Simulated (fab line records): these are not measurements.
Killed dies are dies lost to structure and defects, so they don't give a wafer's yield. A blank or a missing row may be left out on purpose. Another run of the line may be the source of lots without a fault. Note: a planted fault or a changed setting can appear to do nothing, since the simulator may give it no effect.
Matching of chambers | flow n5-finfet | 4 sister chambers for N5_BEOL_M8_ETCH_61 on rie-diel-03
The step etches SiARC in CF4, target depth 45.5 nm, time 75.8 s. 4 wafers are shown with their chamber, then 7 later ones without.

== WAFERS WITH THEIR CHAMBER ==
wafer  | chamber | etch-rf-on-time-s (s)
L084.1 | 2       | 80.5
L094.4 | 3       | 76.1
L090.1 | 1       | 78.1
L090.3 | 0       | 73.0

== WAFERS WITHOUT THEIR CHAMBER ==
wafer  | etch-rf-on-time-s (s)
L090.6 | 74.0
L089.3 | 79.4
L089.5 | 74.1
L089.6 | 75.9
L091.1 | 76.5
L091.2 | 79.2
L091.3 | 79.5

== WHICH CHAMBER EACH ONE RAN IN ==
wafer  | from the rows above     | in truth
L090.6 | can't be placed: 0 or 3 | 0
L089.3 | can't be placed: 2 or 1 | 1
L089.5 | can't be placed: 0 or 3 | 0
L089.6 | 3                       | 3
L091.1 | can't be placed: 3 or 1 | 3
L091.2 | can't be placed: 1 or 2 | 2
L091.3 | can't be placed: 2 or 1 | 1
Placed correctly: 1 of 7. From these rows, 6 cannot be placed; in 6 the true chamber is one of the candidates. 0 placed wrongly.
How it was worked out, from the rows above alone: a wafer's distance from a chamber is the root of the sum, over the readings, of the square of ((its reading less the chamber's mean) divided by the reading's scatter). If the next closest chamber is less than 2 further off than the closest, the wafer can't be placed; otherwise it belongs to the closest. Each chamber's mean is taken over the wafers shown for it. The scatter: with one shown wafer a chamber, the root of the mean of the squares of how far each hidden wafer lies from its nearest shown one.
